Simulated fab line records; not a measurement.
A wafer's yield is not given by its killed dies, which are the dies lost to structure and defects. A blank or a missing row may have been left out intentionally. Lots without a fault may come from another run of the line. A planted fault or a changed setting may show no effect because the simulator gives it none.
fab line records -- flow n5_finfet
record lots=5, wafers=12, last_day=17
route steps=1938 shown BEOL_M1@831 BEOL_M2@841 BEOL_M4@1111 PASSIVATION@1936
lots with no fault: from the same line, run without faults
start_h: the number of hours between the record's first day and the start of the first shown wafer of the lot -- wait_h: hours since the lot's step before -- " the same as in the row above -- L1.1+2: several wafers, shown together as one row -- - no value, or no start given -- * or withheld: withheld -- < > ~ a bound
route shown NAME@n: NAME is a module with steps in the file, n the number in the route of the first one -- usual: mean/standard deviation of fault-free wafers -- same: alike in all rows -- chamber/n: place in a boat -- sites: readings site by site -- _std_site: the standard deviation of these -- _edge_site: outer sites' mean less inner sites' -- radius_mm: for every site, how far away it sits from the centre of the wafer -- mask NAME#n: copy n -- behind: the most recent tool/chamber to have shaped the wafer -- hold: cause of the lot's hold/its duration in hours/its outcome -- device: the n, p or np transistor that did not switch -- end of line: the route-end tests of the same wafers -- a step without rows: its recipe alone -- killed: count of dies lost to structure and defects at first sort (not the wafer's yield) -- map: dies across one wafer; x = killed, . = not, _ = none there
set.NAME: the run value of the setting; set.NAME@STEP: its run value at that earlier step -- model.NAME: the simulator's own value behind a step, which no gauge read
lots seen at some steps along the route; tables by step, rows by wafer
services: the hour from which a tool's chamber was out of use, counted from the record's first day as start_h (under 0 if before that day), plus the number of hours and why
## steps
# step N5_BEOL_M1_ECD_50
# recipe material=Cu, target_thk_a=3000
# step N5_BEOL_M1_ANNEAL_51
# recipe temp_c=225, time_s=90, ambient=N2
# step N5_BEOL_M1_CMP_52
# recipe stop_on=SiOC, t_overpolish_s=6.8, down_force_psi=1, platen_rpm=50, clearing_platen_down_force_psi=1.5, clearing_platen_rpm=50, post_cmp_clean=cu_alkaline, target_thk_nm=40, clearing_platen_pad_velocity_m_s=0.99484, pad_velocity_m_s=0.99484
# step N5_BEOL_M1_PRE_CLEAN_60
# recipe gas=NH3/H2, time_s=15, temp_c=*, rf_power_w=300
# step N5_BEOL_M1_CO_CAP_55
# recipe material=Co, target_thk_a=20, temp_c=200, precursor=CCTBA/H2, pressure_torr=30, time_s=102.1
# step N5_BEOL_M1_PRE_CLEAN_56
# recipe gas=NH3, time_s=15, temp_c=withheld, rf_power_w=300
# step N5_BEOL_M1_DEP_57
# recipe material=SiCN, target_thk_a=80, temp_c=withheld, precursor=3MS/NH3, pressure_torr=3, rf_w=202, time_s=14
# step N5_BEOL_M2_ILD_DEP_00
# recipe material=SiOC, target_thk_a=790, temp_c=350, precursor=DEMS/O2, pressure_torr=5, rf_w=500, time_s=15.3
# step N5_BEOL_M2_PECVD_72
# recipe material=SiO2, target_thk_a=160, temp_c=400, precursor=TEOS/O2, pressure_torr=5.5, rf_w=450, teos_flow_sccm=53.8, gas=O2, flow_sccm=3000, time_s=18
# usual heater_power_w=720/100, rf_fwd_power_W=444.4/2.3, showerhead_plenum_p_Torr=8.76/0.059, throttle_valve_pct=22.6/1.1
lot.wafer,tool,chamber,start_h,wait_h,heater_power_w,rf_fwd_power_W,showerhead_plenum_p_Torr,throttle_valve_pct,model.SiO2_of_BEOL_M2_PECVD_72.thk_nm
L515.1,pecvd-02,1,184.34,0.0,736,442.5,8.82,23.4,15.6
L515.3,pecvd-02,1,184.34,0.0,737,443.8,8.85,23.3,16
L515.5,pecvd-02,0,184.34,0.0,585,445.7,8.70,23.2,15.6
L522.5,pecvd-02,0,219.06,0.1,638,445.4,8.70,23.0,20.4
L522.6,pecvd-02,2,219.06,0.1,949,443.7,8.78,21.6,16
L523.1,pecvd-02,0,226.15,0.0,595,445.1,8.70,23.0,15.6
L523.2,pecvd-02,2,226.15,0.0,907,443.9,8.77,21.6,20
L524.2,pecvd-02,1,229.70,0.0,743,440.3,8.87,23.3,20
L524.6,pecvd-02,1,229.70,0.0,749,441.2,8.84,23.3,16
L529.1,pecvd-04,1,266.43,0.0,764,440.7,8.69,21.8,16
L529.2,pecvd-04,2,266.43,0.0,797,445.1,8.80,23.0,15.8
L529.6,pecvd-04,1,266.43,0.0,787,441.9,8.68,21.8,16.4
# step N5_BEOL_M2_HM_DEP_02
# recipe material=TiN, target_thk_a=200, temp_c=25, chamber_pressure_pa=0.49996
# step N5_BEOL_M2_COAT_61
# recipe resist=SOC, temp_c=250, time_s=60, spin_rpm=1500, resist_thk_nm=60
# step N5_BEOL_M2_COAT_62
# recipe resist=SiARC, temp_c=220, time_s=60, spin_rpm=1500, resist_thk_nm=12
# step N5_BEOL_M2_COAT_73
# recipe resist=underlayer, temp_c=205, time_s=60, spin_rpm=1500, resist_thk_nm=5
# step N5_BEOL_M2_COAT_05
# recipe resist=CAR-EUV, spin_rpm=1500, resist_thk_nm=30
# step N5_BEOL_M2_EBR_07
# recipe solvent=PGMEA, ebr_width_mm=1.5
# step N5_BEOL_M2_SOFTBAKE_06
# recipe temp_c=110, time_s=60, resist=CAR-EUV
# step N5_BEOL_M2_EXPOSE_08
# recipe mask_id=M2, na=0.33, source_shape=dipole, sigma_inner=0.369, sigma_outer=0.767, polarization=unpolarized, dose_mj=41.25
# step N5_BEOL_M2_PEB_09
# recipe peb_temp_c=100, peb_time_s=60, resist=CAR-EUV
# step N5_BEOL_M2_DEVELOP_10
# recipe develop_time_s=30, developer=TMAH, resist=CAR-EUV, rinse_liquid=surfactant_rinse, dry=air_spin, dev_temp_c=23
# step N5_BEOL_M2_DESCUM_16
# recipe chemistry=O2, time_s=7, source_power_w=50, bias_power_w=20, pressure_mtorr=20, rf_frequency_hz=2.712e+07, temp_c=40, resist=CAR-EUV, o2_flow_sccm=225
# step N5_BEOL_M2_ETCH_74
# recipe chemistry=N2/H2, target=underlayer, target_depth_a=65, mask_material=CAR-EUV, time_s=5.2, ion_energy_ev=200, pressure_mtorr=30, source_w=840, bias_w=150, n2_flow_sccm=200, h2_flow_sccm=200, ends=cleared
# step N5_BEOL_M2_ETCH_63
# recipe chemistry=CF4, target=SiARC, target_depth_a=156, mask_material=CAR-EUV, time_s=26, ion_energy_ev=80, pressure_mtorr=40, source_w=545, bias_w=36, Ar_flow_sccm=100, cf4_flow_sccm=100, ends=cleared
# step N5_BEOL_M2_ETCH_64
# recipe chemistry=N2/H2, target=SOC, target_depth_a=750, overetch_a=225, mask_material=SiARC, temp_c=40, time_s=121.9, ion_energy_ev=200, pressure_mtorr=30, source_w=840, bias_w=150, n2_flow_sccm=200, h2_flow_sccm=200
# step N5_BEOL_M2_STRIP_65
# recipe chemistry=N2/H2, temp_c=40, n2_flow_sccm=200, h2_flow_sccm=200, rf_frequency_hz=6e+07
# step N5_BEOL_M2_STRIP_75
# recipe chemistry=N2/H2, temp_c=40, n2_flow_sccm=200, h2_flow_sccm=200, rf_frequency_hz=6e+07
# step N5_BEOL_M2_STRIP_66
# recipe chemistry=CF4, resist=SiARC, power_w=300, bias_power_w=75, pressure_mtorr=50, cf4_flow_sccm=150, rf_frequency_hz=6e+07
# step N5_BEOL_M2_HM_OPEN_17
# recipe chemistry=Cl2/BCl3, target_depth_a=200, overetch_a=60, target=TiN, mask_material=SOC, ion_energy_ev=150, pressure_mtorr=10, icp_w=1000, bias_w=126, Cl2_flow_sccm=53.25, bcl3_flow_sccm=21.75, Ar_flow_sccm=25
# step N5_BEOL_M2_STRIP_19
# recipe chemistry=O2, power_w=400, temp_c=40, pressure_mtorr=30, rf_frequency_hz=6e+07, bias_power_w=0, overash_fraction=0.2, o2_flow_sccm=225
# step N5_BEOL_M2_COAT_67
# recipe resist=SOC, temp_c=250, time_s=60, spin_rpm=1500, resist_thk_nm=60
# step N5_BEOL_M2_COAT_68
# recipe resist=SiARC, temp_c=220, time_s=60, spin_rpm=1500, resist_thk_nm=12
# step N5_BEOL_M2_COAT_76
# recipe resist=underlayer, temp_c=205, time_s=60, spin_rpm=1500, resist_thk_nm=5
# step N5_BEOL_M2_COAT_22
# recipe resist=CAR-EUV, spin_rpm=1500, resist_thk_nm=30
# step N5_BEOL_M2_EBR_24
# recipe solvent=PGMEA, ebr_width_mm=1.5
# step N5_BEOL_M2_SOFTBAKE_23
# recipe temp_c=110, time_s=60, resist=CAR-EUV
# step N5_BEOL_M2_HM_STRIP_39
# recipe chemistry=peroxide_tin_strip, material=TiN, target_depth_a=250, temp_c=50, time_s=158
lot.wafer,tool,chamber,start_h,wait_h,model.SiO2_of_BEOL_M2_PECVD_72.thk_nm
L515.1,wet_bench-06,5,187.68,0.0,15.4
L515.3,wet_bench-06,3,187.68,0.0,16
L515.5,wet_bench-06,6,187.68,0.0,15.6
L522.5,wet_bench-06,6,229.29,0.0,20.4
L522.6,wet_bench-06,0,229.29,0.0,15.8
L523.1,wet_bench-02,0,234.24,0.0,15.4
L523.2,wet_bench-02,5,234.24,0.0,19.8
L524.2,wet_bench-01,6,234.36,0.0,19.8
L524.6,wet_bench-01,1,234.36,0.0,15.8
L529.1,wet_bench-06,0,275.00,0.0,15.8
L529.2,wet_bench-06,7,275.00,0.0,15.6
L529.6,wet_bench-06,3,275.00,0.0,16.2
# step N5_BEOL_M2_CMP_52
# recipe stop_on=SiOC, t_overpolish_s=6.8, down_force_psi=1, platen_rpm=50, clearing_platen_down_force_psi=1.5, clearing_platen_rpm=50, post_cmp_clean=cu_alkaline, target_thk_nm=40, clearing_platen_pad_velocity_m_s=0.99484, pad_velocity_m_s=0.99484
# usual barrier_field_endpoint_s=24.8/0.64, motor_current_A=5.9/0.54
lot.wafer,tool,chamber,start_h,wait_h,barrier_field_endpoint_s,motor_current_A
L515.1,cmp-03,1,191.85,0.5,23.6,5.2
L515.3,cmp-03,3,191.85,0.5,24.0,6.7
L515.5,cmp-03,0,191.85,0.5,23.6,5.9
L522.6,cmp-03,3,233.14,0.2,23.6,6.9
L522.5,cmp-03,0,233.14,0.2,29.1,6.1
L523.1,cmp-03,0,238.13,0.3,24.4,6.3
L523.2,cmp-03,2,238.13,0.3,30.8,5.7
L524.2,cmp-02,1,239.42,0.2,30.2,6.6
L524.6,cmp-02,0,239.42,0.2,25.2,6.0
L529.1,cmp-02,3,279.11,0.3,24.3,6.3
L529.2,cmp-02,0,279.11,0.3,25.2,6.5
L529.6,cmp-02,3,279.11,0.3,24.8,6.2
# step N5_BEOL_M4_RC_MEAS_101
# usual DIBL_N=35.8/1.7, DIBL_P=35.9/1.9, IOFF_N=0.151/0.028, IOFF_P=0.21/0.037, ION_N=673/12, ION_P=463/8.3, SS_N=71.4/0.59, SS_P=73.2/0.63, VT_N=250/3.2, VT_P=-250/3.7
lot.wafer,tool,chamber,start_h,wait_h,DIBL_N[mV/V],DIBL_P[mV/V],IOFF_N[nA/um],IOFF_P[nA/um],ION_N[uA/um],ION_P[uA/um],SS_N[mV/dec],SS_P[mV/dec],VT_N[mV],VT_P[mV]
L515.1,prober-01,0,216.07,0.0,37.1,40.5,0.185,0.26,692,482,71.4,75.0,250,-245
L515.3,prober-01,0,216.07,0.0,33.3,35.3,0.116,0.18,664,465,70.5,73.0,253,-250
L515.5,prober-01,0,216.07,0.0,33.6,36.8,0.135,0.20,678,474,70.4,73.4,251,-251
L522.5,prober-01,0,254.47,0.6,36.8,35.3,0.162,0.20,684,469,71.2,72.6,248,-252
L522.6,prober-01,0,254.47,0.6,36.6,35.5,0.155,0.19,664,458,71.4,72.5,252,-251
L523.1,prober-01,0,257.88,0.0,36.1,36.4,0.145,0.20,681,464,71.7,73.5,252,-251
L523.2,prober-01,0,257.88,0.0,36.7,36.3,0.151,0.20,670,456,72.2,74.4,251,-253
L524.2,prober-02,0,263.86,0.2,36.1,36.6,0.145,0.20,677,466,71.4,73.4,250,-253
L524.6,prober-02,0,263.86,0.2,35.6,36.4,0.129,0.19,680,470,71.6,73.3,255,-253
L529.1,prober-01,0,320.78,0.0,35.8,35.6,0.145,0.21,685,471,71.3,73.0,251,-250
L529.2,prober-01,0,320.78,0.0,35.0,34.7,0.126,0.19,655,453,70.5,72.6,256,-250
L529.6,prober-01,0,320.78,0.0,34.9,34.1,0.126,0.19,663,452,71.5,72.9,256,-249
# step N5_PASSIVATION_PROBE_49
# usual defect_limited_yield=91.4/1.5, killed_at_M0_to_M3=33/9.8, killed_at_M4_up=14/5.5, killed_at_contacts=12/6.5, killed_at_front_end=38/11, killed_at_other=3/3.1, killed_dies=101/17, killed_open=66/13, killed_short=32/7.5, sort_bin_5_function=5.0/1, sort_bin_6_memory=3.2/0.69, sort_n_pass=1079/17, sort_yield_pct=91.4/1.5
# same gross_dies=1180, killed_at_back_side=0, sort_bin_4_leakage[%]=0, sort_bin_8_speed[%]=0
lot.wafer,tool,chamber,start_h,wait_h,defect_limited_yield[%],killed_at_M0_to_M3,killed_at_M4_up,killed_at_contacts,killed_at_front_end,killed_at_other,killed_dies,killed_open,killed_short,sort_bin_5_function[%],sort_bin_6_memory[%],sort_n_pass,sort_yield_pct[%]
L523.1,prober-01,-,365.33,0.0,91.3,33,14,6,41,9,103,73,29,5.1,3.2,1077,91.3
L523.2,prober-01,-,365.38,0.1,89.0,50,15,12,49,4,130,95,33,6.8,3.8,1050,89.0
L522.5,prober-02,-,365.80,0.2,91.9,37,11,4,43,0,95,58,36,4.5,3.3,1085,91.9
L522.6,prober-02,-,365.85,0.3,93.6,20,10,8,31,6,75,50,25,3.3,2.8,1105,93.6
L524.2,prober-01,-,367.35,0.1,93.6,31,7,3,31,3,75,51,24,3.7,2.5,1105,93.6
L524.6,prober-01,-,367.55,0.3,92.4,45,12,5,27,1,90,67,20,4.9,2.7,1090,92.4
# killed by level:class
L523.1 STI_FIN_REVEAL:geometric_particle:open=13 BEOL_M0:geometric_particle:open=7 MOL_CONTACT_COAG:geometric_particle:open=6 DUMMY_GATE:geometric_particle:open=5 BEOL_M0_SAQP:geometric_particle:short=5 BEOL_M0_SAQP:geometric_particle:open=5 BEOL_M1:geometric_particle:open=5 BEOL_M4:geometric_particle:open=5
L523.2 BEOL_M2:geometric_particle:open=12 BEOL_M1:geometric_particle:open=11 MOL_CONTACT_COAG:geometric_particle:open=10 BEOL_M0_SAQP:geometric_particle:open=9 STI_FIN_REVEAL:geometric_particle:open=8 FIN_SAQP:geometric_particle:short=7 DUMMY_GATE:geometric_particle:open=7 BEOL_M4:geometric_particle:open=7
L522.5 FIN_SAQP:geometric_particle:open=9 FIN_SAQP:geometric_particle:short=8 BEOL_M0_SAQP:geometric_particle:short=8 BEOL_M3:geometric_particle:open=8 BEOL_M0_SAQP:geometric_particle:open=7 BEOL_M4:geometric_particle:open=6 BEOL_M3:geometric_particle:short=5 GATE_CUT:geometric_particle:short=4
L522.6 GATE_CUT:geometric_particle:short=9 FIN_SAQP:geometric_particle:open=8 MOL_CONTACT_COAG:geometric_particle:open=7 BEOL_M0_SAQP:geometric_particle:open=6 BEOL_M0_SAQP:geometric_particle:short=5 BEOL_M3:geometric_particle:open=5 FIN_SAQP:geometric_particle:short=3 STI_FIN_REVEAL:geometric_particle:open=3
L524.2 FIN_SAQP:geometric_particle:open=15 BEOL_M2:geometric_particle:open=9 BEOL_M3:geometric_particle:open=6 BEOL_M0_SAQP:geometric_particle:short=5 BEOL_M0_SAQP:geometric_particle:open=5 FIN_SAQP:geometric_particle:short=4 BEOL_M4:geometric_particle:open=4 BEOL_M2:geometric_particle:short=3
L524.6 BEOL_M3:geometric_particle:open=24 BEOL_M0_SAQP:geometric_particle:short=6 BEOL_M2:geometric_particle:open=6 FIN_SAQP:geometric_particle:open=5 STI_FIN_REVEAL:geometric_particle:open=5 MOL_CONTACT_COAG:geometric_particle:open=5 GATE_CUT:geometric_particle:open=4 STI_FIN_REVEAL:geometric_particle:short=3
## services
tool,chamber,start_h,hours,kind
pecvd-02,2,180.90,5.4,repair
pecvd-04,-,194.21,4.3,pm
pecvd-04,-,209.32,14.6,pm
cmp-03,-,216.65,5.4,pm
cmp-02,-,219.89,1.4,repair
wet_bench-06,-,244.37,0.8,repair
cmp-02,-,265.81,4.9,pm
pecvd-02,-,276.64,14.9,repair
## key
first_sign step=N5_BEOL_M2_CMP_52, reading=barrier_field_endpoint_s, direction=up, sigmas=8, usual=24.8, struck=30.0
effect none on later readings
model_effect step=N5_BEOL_M2_PECVD_72, value=SiO2_of_BEOL_M2_PECVD_72.thk_nm, without=15.73, struck=20.13
model_effect step=N5_BEOL_M2_HM_STRIP_39, value=SiO2_of_BEOL_M2_PECVD_72.thk_nm, without=15.53, struck=20
met_at N5_BEOL_M2_PECVD_72
struck_wafers L522.5,L523.2,L524.2
onset_between 184.34 219.06
fault kind=process_parameter_drift, tool=pecvd-02, chamber=-, onset_h=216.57, steps=N5_BEOL_M2_PECVD_72, channel=time_s, offset=*, shape=step, end_h=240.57, scope=struck_wafers_only, acts_in=*, stated=*
